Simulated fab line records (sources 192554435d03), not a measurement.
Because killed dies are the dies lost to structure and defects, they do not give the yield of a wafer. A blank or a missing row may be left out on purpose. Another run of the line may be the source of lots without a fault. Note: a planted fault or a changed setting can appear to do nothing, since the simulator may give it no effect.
Split-lot trial / flow n5-finfet / on a route of 1938 steps: 7 lots, 21 wafers read

ON THE SPLIT
At N5_BEOL_M8_ETCH_65 (etches SiARC in CF4, target depth 15.6 nm, time 26 s), the setting source-w was moved away from the recipe's 545 W on 4 of the 21 wafers read, by -13.8% to -5.4%. All remaining wafers had this setting at the recipe value.

Reading taken at the split's own step.

THE READING
rf-vpp-V, in V, at N5_BEOL_M8_ETCH_65 (etches SiARC in CF4, target depth 15.6 nm, time 26 s). Typical for fault-free wafers on this fab line: 183.6 V, with standard deviation 1.1 V.

wafer=L075.2; tool, chamber at the split=rie-diel-02, 1; source-w as run, W=545; against the recipe=recipe; rf-vpp-V, V=183.2; against lot-mates on the recipe=-
wafer=L075.3; tool, chamber at the split=rie-diel-02, 2; source-w as run, W=545; against the recipe=recipe; rf-vpp-V, V=185.8; against lot-mates on the recipe=-
wafer=L075.4; tool, chamber at the split=rie-diel-02, 0; source-w as run, W=545; against the recipe=recipe; rf-vpp-V, V=182.2; against lot-mates on the recipe=-
wafer=L078.1; tool, chamber at the split=rie-diel-06, 1; source-w as run, W=545; against the recipe=recipe; rf-vpp-V, V=184.5; against lot-mates on the recipe=-
wafer=L078.3; tool, chamber at the split=rie-diel-06, 0; source-w as run, W=545; against the recipe=recipe; rf-vpp-V, V=184.1; against lot-mates on the recipe=-
wafer=L078.6; tool, chamber at the split=rie-diel-06, 3; source-w as run, W=545; against the recipe=recipe; rf-vpp-V, V=183.6; against lot-mates on the recipe=-
wafer=L077.1; tool, chamber at the split=rie-diel-02, 1; source-w as run, W=545; against the recipe=recipe; rf-vpp-V, V=183.3; against lot-mates on the recipe=-
wafer=L077.3; tool, chamber at the split=rie-diel-02, 0; source-w as run, W=545; against the recipe=recipe; rf-vpp-V, V=180.5; against lot-mates on the recipe=-
wafer=L077.4; tool, chamber at the split=rie-diel-02, 3; source-w as run, W=545; against the recipe=recipe; rf-vpp-V, V=184.0; against lot-mates on the recipe=-
wafer=L084.2; tool, chamber at the split=rie-diel-05, 1; source-w as run, W=545; against the recipe=recipe; rf-vpp-V, V=182.8; against lot-mates on the recipe=-
wafer=L084.4; tool, chamber at the split=rie-diel-05, 3; source-w as run, W=470; against the recipe=-13.8%; rf-vpp-V, V=192.6; against lot-mates on the recipe=+9.3
wafer=L084.6; tool, chamber at the split=rie-diel-05, 1; source-w as run, W=545; against the recipe=recipe; rf-vpp-V, V=183.7; against lot-mates on the recipe=-
wafer=L087.1; tool, chamber at the split=rie-diel-02, 2; source-w as run, W=545; against the recipe=recipe; rf-vpp-V, V=185.2; against lot-mates on the recipe=-
wafer=L087.5; tool, chamber at the split=rie-diel-02, 0; source-w as run, W=545; against the recipe=recipe; rf-vpp-V, V=183.9; against lot-mates on the recipe=-
wafer=L087.6; tool, chamber at the split=rie-diel-02, 3; source-w as run, W=545; against the recipe=recipe; rf-vpp-V, V=183.0; against lot-mates on the recipe=-
wafer=L088.2; tool, chamber at the split=rie-diel-05, 0; source-w as run, W=545; against the recipe=recipe; rf-vpp-V, V=183.8; against lot-mates on the recipe=-
wafer=L088.3; tool, chamber at the split=rie-diel-05, 3; source-w as run, W=545; against the recipe=recipe; rf-vpp-V, V=183.7; against lot-mates on the recipe=-
wafer=L088.6; tool, chamber at the split=rie-diel-05, 2; source-w as run, W=500.1; against the recipe=-8.2%; rf-vpp-V, V=190.0; against lot-mates on the recipe=+6.2
wafer=L091.1; tool, chamber at the split=rie-diel-06, 3; source-w as run, W=515.7; against the recipe=-5.4%; rf-vpp-V, V=185.5; against lot-mates on the recipe=+2.5
wafer=L091.4; tool, chamber at the split=rie-diel-06, 2; source-w as run, W=515.7; against the recipe=-5.4%; rf-vpp-V, V=187.1; against lot-mates on the recipe=+4.1
wafer=L091.6; tool, chamber at the split=rie-diel-06, 1; source-w as run, W=545; against the recipe=recipe; rf-vpp-V, V=183.0; against lot-mates on the recipe=-

THE FIT
A straight line over all 21 wafers: rf-vpp-V changes by -0.661 V for each +1% of source-w; r = -0.91; the points scatter about the line by 1.2 V.
The same after taking each lot's own level away (the mean of its wafers on the recipe; 21 wafers): -0.686 V for each +1%; r = -0.93; scatter 1 V.
The reading moves by 9.4 V for the largest change in source-w, on that fit.
Across the lots, their own levels run from 182.60 to 184.07 V, a range of 1.3 times the standard deviation given above.
So the lot-to-lot level changes the slope little: the two slopes agree.
Check: for one of the wafers moved furthest among these (-13.8%), held out of the fit, the line's prediction against its lot-mates is +9.54 V. It came out at +9.35 V against them.
Tool readings at the split's step, against how far the setting was moved: etch-rf-on-time-s r = -0.89; rf-vpp-V r = -0.91.

OTHER SPLITS ON THESE WAFERS
Before the reading, these wafers also passed through other splits. Each is held against what the fit with the lots' levels taken away leaves over:
other split on the same wafers=N5_BEOL_M7_COAT_22 spin-rpm; wafers away from the commonest value=9; r with rf-vpp-V (lot level and that fit taken away)=-0.08

THE WHOLE CHAIN: every reading that the file lists as answering this split, in the file's order
step=N5_BEOL_M8_ETCH_65; what it does=etches SiARC in CF4, target depth 15.6 nm, time 26 s; reading=etch-rf-on-time-s; change (the file's fit)=withheld for each +1% of the setting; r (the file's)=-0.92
step=N5_BEOL_M8_ETCH_65; what it does=etches SiARC in CF4, target depth 15.6 nm, time 26 s; reading=rf-vpp-V; change (the file's fit)=-0.69 V for each +1% of the setting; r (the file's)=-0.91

THE FILE'S OWN FIT
rf-vpp-V changes by -0.69 V for each +1% of source-w, r = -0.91.
